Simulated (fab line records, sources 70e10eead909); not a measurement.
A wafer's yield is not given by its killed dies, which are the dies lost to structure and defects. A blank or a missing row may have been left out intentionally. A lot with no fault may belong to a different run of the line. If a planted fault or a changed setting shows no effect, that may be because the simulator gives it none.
Which of the tools did it? | flow nand-harc | 13 lots with 36 wafers sampled at 4 steps, on a route of 1302 steps

## WHAT THE GAUGES SHOWED, per wafer
NHARC_END_WLT_00. Usual: VT_DECK1_BOTTOM 0.871, standard deviation 0.0074; VT_DECK1_BOTTOM_INNER 0.872, standard deviation 0.0078; VT_DECK1_MEDIAN_NEAR_BOTTOM 0.872, standard deviation 0.0076; VT_DECK1_MEDIAN_NEAR_BOTTOM_INNER 0.873, standard deviation 0.0083; VT_DECK1_MIDDLE 0.885, standard deviation 0.0069; VT_DECK1_MIDDLE_INNER 0.884, standard deviation 0.0074; VT_DECK1_TOP 0.896, standard deviation 0.0079; VT_DECK1_TOP_INNER 0.896, standard deviation 0.0075; VT_DECK2_BOTTOM 0.872, standard deviation 0.0082; VT_DECK2_BOTTOM_INNER 0.871, standard deviation 0.008; VT_DECK2_MEDIAN_NEAR_BOTTOM 0.872, standard deviation 0.0088; VT_DECK2_MEDIAN_NEAR_BOTTOM_INNER 0.872, standard deviation 0.0086; VT_DECK2_MIDDLE 0.885, standard deviation 0.0083; VT_DECK2_MIDDLE_INNER 0.884, standard deviation 0.0079; VT_DECK2_TOP 0.896, standard deviation 0.0081; VT_DECK2_TOP_INNER 0.896, standard deviation 0.0079.
lot  | measured     | on        | VT_DECK1_BOTTOM   | VT_DECK1_BOTTOM_INNER | VT_DECK1_MEDIAN_NEAR_BOTTOM | VT_DECK1_MEDIAN_NEAR_BOTTOM_INNER | VT_DECK1_MIDDLE   | VT_DECK1_MIDDLE_INNER | VT_DECK1_TOP      | VT_DECK1_TOP_INNER | VT_DECK2_BOTTOM   | VT_DECK2_BOTTOM_INNER | VT_DECK2_MEDIAN_NEAR_BOTTOM | VT_DECK2_MEDIAN_NEAR_BOTTOM_INNER | VT_DECK2_MIDDLE   | VT_DECK2_MIDDLE_INNER | VT_DECK2_TOP      | VT_DECK2_TOP_INNER | flag
L873 | day 25 01:39 | prober-02 | 0.867 0.875 0.870 | 0.873 0.874 0.876     | 0.865 0.873 0.878           | 0.880 0.869 0.869                 | 0.883 0.886 0.884 | 0.878 0.882 0.895     | 0.906 0.897 0.899 | 0.895 0.899 0.880  | 0.855 0.880 0.858 | 0.862 0.875 0.860     | 0.859 0.875 0.866           | 0.851 0.869 0.863                 | 0.875 0.882 0.875 | 0.876 0.880 0.878     | 0.895 0.889 0.890 | 0.885 0.891 0.892  |
L874 | day 25 09:52 | prober-01 | 0.880 0.881 0.884 | 0.878 0.880 0.876     | 0.878 0.881 0.883           | 0.874 0.878 0.890                 | 0.885 0.888 0.893 | 0.889 0.883 0.888     | 0.897 0.901 0.899 | 0.903 0.901 0.909  | 0.873 0.868 0.867 | 0.881 0.872 0.871     | 0.869 0.866 0.861           | 0.871 0.870 0.867                 | 0.880 0.877 0.880 | 0.891 0.879 0.881     | 0.897 0.896 0.892 | 0.895 0.906 0.886  |
L875 | day 25 01:39 | prober-01 | 0.891 0.885 0.887 | 0.901 0.881 0.886     | 0.888 0.888 0.887           | 0.889 0.885 0.895                 | 0.892 0.894 0.900 | 0.896 0.887 0.903     | 0.910 0.908 0.905 | 0.902 0.911 0.908  | 0.865 0.864 0.868 | 0.867 0.864 0.868     | 0.860 0.862 0.867           | 0.877 0.866 0.861                 | 0.879 0.888 0.875 | 0.874 0.873 0.872     | 0.891 0.889 0.887 | 0.894 0.888 0.884  |
L881 | day 27 08:44 | prober-02 | 0.866 0.867       | 0.862 0.860           | 0.864 0.870                 | 0.864 0.854                       | 0.877 0.870       | 0.883 0.875           | 0.890 0.889       | 0.891 0.893        | 0.866 0.868       | 0.865 0.863           | 0.857 0.865                 | 0.868 0.862                       | 0.880 0.874       | 0.875 0.871           | 0.881 0.891       | 0.884 0.892        |
L882 | day 28 08:20 | prober-02 | 0.873 0.872       | 0.871 0.880           | 0.875 0.878                 | 0.879 0.871                       | 0.884 0.885       | 0.883 0.891           | 0.901 0.895       | 0.897 0.898        | 0.875 0.880       | 0.872 0.869           | 0.866 0.877                 | 0.864 0.874                       | 0.889 0.896       | 0.878 0.894           | 0.898 0.883       | 0.896 0.893        |
L883 | day 28 09:19 | prober-01 | 0.878 0.867       | 0.882 0.876           | 0.883 0.875                 | 0.879 0.873                       | 0.885 0.890       | 0.885 0.887           | 0.897 0.907       | 0.899 0.902        | 0.871 0.884       | 0.875 0.877           | 0.872 0.874                 | 0.879 0.871                       | 0.894 0.883       | 0.884 0.891           | 0.900 0.897       | 0.899 0.897        |
L889 | day 30 20:09 | prober-02 | 0.862 0.867 0.863 | 0.860 0.855 0.860     | 0.855 0.865 0.861           | 0.862 0.869 0.868                 | 0.876 0.876 0.882 | 0.874 0.884 0.875     | 0.893 0.893 0.886 | 0.886 0.898 0.893  | 0.874 0.867 0.868 | 0.864 0.857 0.874     | 0.868 0.870 0.869           | 0.870 0.859 0.871                 | 0.878 0.873 0.876 | 0.873 0.880 0.878     | 0.880 0.897 0.891 | 0.892 0.892 0.894  |
L890 | day 31 03:29 | prober-02 | 0.860 0.871 0.872 | 0.871 0.872 0.872     | 0.860 0.872 0.860           | 0.864 0.861 0.868                 | 0.885 0.881 0.886 | 0.878 0.878 0.881     | 0.885 0.893 0.896 | 0.890 0.889 0.892  | 0.870 0.876 0.874 | 0.867 0.866 0.871     | 0.860 0.871 0.875           | 0.862 0.870 0.881                 | 0.880 0.877 0.873 | 0.882 0.881 0.887     | 0.895 0.893 0.890 | 0.894 0.898 0.894  |
L891 | day 32 04:29 | prober-01 | 0.862 0.865 0.867 | 0.870 0.866 0.874     | 0.862 0.883 0.871           | 0.861 0.873 0.872                 | 0.878 0.886 0.885 | 0.878 0.883 0.883     | 0.889 0.895 0.898 | 0.893 0.893 0.896  | 0.873 0.859 0.860 | 0.867 0.867 0.857     | 0.874 0.852 0.862           | 0.862 0.860 0.863                 | 0.876 0.874 0.871 | 0.873 0.880 0.873     | 0.889 0.883 0.883 | 0.887 0.889 0.888  |
L892 | day 32 14:15 | prober-01 | 0.862 0.865 0.864 | 0.856 0.862 0.859     | 0.867 0.870 0.863           | 0.861 0.871 0.864                 | 0.884 0.881 0.876 | 0.869 0.878 0.876     | 0.888 0.883 0.888 | 0.882 0.885 0.893  | 0.855 0.865 0.856 | 0.864 0.862 0.867     | 0.871 0.874 0.866           | 0.856 0.868 0.868                 | 0.876 0.877 0.882 | 0.877 0.887 0.870     | 0.893 0.889 0.876 | 0.880 0.890 0.881  |
L893 | day 33 00:16 | prober-02 | 0.860 0.867 0.863 | 0.866 0.864 0.874     | 0.866 0.871 0.875           | 0.873 0.864 0.867                 | 0.878 0.877 0.881 | 0.879 0.874 0.883     | 0.885 0.886 0.892 | 0.888 0.891 0.895  | 0.883 0.886 0.877 | 0.882 0.880 0.879     | 0.888 0.875 0.879           | 0.882 0.885 0.873                 | 0.896 0.894 0.893 | 0.886 0.888 0.890     | 0.903 0.903 0.899 | 0.904 0.901 0.899  |
L894 | day 34 02:35 | prober-01 | 0.870 0.863 0.869 | 0.853 0.872 0.868     | 0.863 0.869 0.866           | 0.862 0.867 0.872                 | 0.879 0.883 0.884 | 0.876 0.877 0.882     | 0.894 0.902 0.902 | 0.890 0.896 0.888  | 0.879 0.872 0.880 | 0.877 0.873 0.878     | 0.879 0.871 0.874           | 0.877 0.872 0.878                 | 0.892 0.884 0.885 | 0.890 0.890 0.896     | 0.908 0.901 0.898 | 0.894 0.910 0.898  |
L895 | day 34 02:35 | prober-02 | 0.883 0.883 0.881 | 0.876 0.876 0.882     | 0.873 0.884 0.882           | 0.879 0.892 0.880                 | 0.893 0.890 0.893 | 0.890 0.890 0.899     | 0.909 0.914 0.909 | 0.905 0.907 0.907  | 0.894 0.883 0.882 | 0.896 0.878 0.881     | 0.879 0.884 0.887           | 0.892 0.891 0.882                 | 0.911 0.896 0.899 | 0.904 0.896 0.896     | 0.910 0.912 0.913 | 0.909 0.910 0.909  |

NHARC_END_SORT_01. Usual: killed-at-array 57, standard deviation 19; killed-at-other 0.9, standard deviation 1.1; killed-at-periphery 4.0, standard deviation 2.6; killed-dies 62, standard deviation 19; killed-open 3.3, standard deviation 1.8; killed-short 2.4, standard deviation 1.7.
lot  | measured     | on        | killed-at-array | killed-at-other | killed-at-periphery | killed-dies | killed-open | killed-short | flag
L873 | day 25 04:56 | prober-02 | 67 69 57        | 0 1 0           | 1 0 6               | 68 70 63    | 2 2 2       | 2 6 3        |
L874 | day 25 13:27 | prober-01 | 63 49 54        | 0 1 0           | 6 5 3               | 69 55 57    | 2 1 3       | 3 4 1        |
L875 | day 25 04:55 | prober-01 | 23 15 20        | 3 2 1           | 8 5 12              | 34 22 33    | 3 3 3       | 4 2 4        |
L881 | day 27 12:02 | prober-02 | 69 93           | 3 2             | 68 3                | 140 98      | 0 4         | 5 3          | OFF
L889 | day 30 23:26 | prober-02 | 52 58 74        | 0 0 0           | 4 8 3               | 56 66 77    | 4 0 1       | 1 3 3        |
L890 | day 31 06:31 | prober-02 | 29 66 65        | 2 2 1           | 4 2 5               | 35 70 71    | 2 1 4       | 3 4 2        |
L891 | day 32 08:04 | prober-01 | 104 85 73       | 2 0 2           | 4 6 6               | 110 91 81   | 3 4 4       | 5 2 2        |
L892 | day 32 17:13 | prober-01 | 80 67 74        | 3 1 1           | 11 9 2              | 94 77 77    | 4 5 9       | 2 1 3        |
L893 | day 33 03:35 | prober-02 | 33 37 38        | 0 1 0           | 4 4 1               | 37 42 39    | 4 2 4       | 0 1 2        |
L894 | day 34 06:13 | prober-01 | 69 69 50        | 0 0 0           | 10 7 3              | 79 76 53    | 2 5 4       | 3 1 1        |
L895 | day 34 06:13 | prober-02 | 40 27 53        | 1 3 1           | 5 3 6               | 46 33 60    | 4 1 5       | 2 4 3        |

## WHICH TOOL RAN EACH LOT (tool, then ch and the chambers of the sampled wafers, then the start)
lot  | NHARC_P_STI_HDPCVD_20          | NHARC_THIN_TSV_DEP_47
L873 | hdpcvd-01 ch 0,1, day 3 12:52  | pecvd-01 ch 0,1, day 24 16:47
L874 | hdpcvd-01 ch 0,1, day 4 00:17  | pecvd-03 ch 0,1,2, day 24 12:11
L875 | hdpcvd-01 ch 0,1, day 4 14:11  | pecvd-01 ch 0,1,2, day 24 13:26
L881 | hdpcvd-01 ch 0,1, day 7 00:38  | pecvd-01 ch 1,2, day 26 21:50
L882 | hdpcvd-01 ch 1, day 7 12:33    | pecvd-03 ch 1,2, day 27 21:38
L883 | hdpcvd-01 ch 0,1, day 7 20:06  | pecvd-03 ch 0,2, day 27 22:47
L889 | hdpcvd-01 ch 0,1, day 10 10:00 | pecvd-01 ch 0,1, day 30 06:37
L890 | hdpcvd-01 ch 0,1, day 10 20:13 | pecvd-04 ch 0,1,2, day 30 12:16
L891 | hdpcvd-01 ch 0,1, day 11 05:55 | pecvd-01 ch 0,2, day 31 15:56
L892 | hdpcvd-01 ch 0,1, day 11 18:30 | pecvd-01 ch 1,2, day 32 04:19
L893 | hdpcvd-01 ch 0,1, day 11 22:56 | pecvd-04 ch 0,1,2, day 32 13:28
L894 | hdpcvd-01 ch 0,1, day 12 10:07 | pecvd-01 ch 1,2, day 33 12:38
L895 | hdpcvd-01 ch 0,1, day 12 18:17 | pecvd-04 ch 1,2, day 33 14:03
- NHARC_P_STI_HDPCVD_20: deposits SiO2.
- NHARC_THIN_TSV_DEP_47: deposits SiO2, target thk 200 nm.

## WHAT THE TOOLS THEMSELVES READ (means of the sampled wafers that have a number; where no wafer has one, the mark that the record gives instead)
NHARC_THIN_TSV_DEP_47. Usual: mfc-precursor-sccm 161.5 sccm, standard deviation 0.45; throttle-valve-pct 15.8 %, standard deviation 0.59.
lot  | tool     | mfc-precursor-sccm (sccm) | throttle-valve-pct (%) | flag
L873 | pecvd-01 | 161.3                     | 16.1                   |
L874 | pecvd-03 | 161.8                     | 15.5                   |
L875 | pecvd-01 | 162.1                     | 16.3                   |
L881 | pecvd-01 | 161.7                     | 16.4                   |
L882 | pecvd-03 | 161.9                     | 15.3                   |
L883 | pecvd-03 | 161.2                     | 15.7                   |
L889 | pecvd-01 | 162.0                     | 16.2                   |
L890 | pecvd-04 | 161.4                     | 15.4                   |
L891 | pecvd-01 | 161.0                     | 16.3                   |
L892 | pecvd-01 | 161.6                     | 16.1                   |
L893 | pecvd-04 | 161.5                     | 15.4                   |
L894 | pecvd-01 | 161.5                     | 16.2                   |
L895 | pecvd-04 | 161.1                     | 14.9                   |

## THE ANSWER, worked out from the rows above alone
Rule: take the mean of a lot's wafers that have a number; if it is more than 3 standard deviations from the usual mean, the lot is off. A lot without any number at a reading at which 4 lots or more have one is off too. The other lots that the step has rows for count as sound. First the gauges in route order, then the tools' own readings, where a lot's mean is used as printed above. At the first step where some lot is off, the reading lying furthest off is the one used; lots without a number count as furthest.
Off at NHARC_END_SORT_01 (killed-at-periphery): L881. Neither off nor sound, because the step has no rows for them: L882, L883.
If a tool, at a process step before that reading, ran all the lots that are off and no sound lot after the first of them, it fits. Gauges at NHARC_END_SORT_01: tried the same way as those tools. None of those tried fits.

## WHAT HAD BEEN PUT IN BY THE SIMULATOR
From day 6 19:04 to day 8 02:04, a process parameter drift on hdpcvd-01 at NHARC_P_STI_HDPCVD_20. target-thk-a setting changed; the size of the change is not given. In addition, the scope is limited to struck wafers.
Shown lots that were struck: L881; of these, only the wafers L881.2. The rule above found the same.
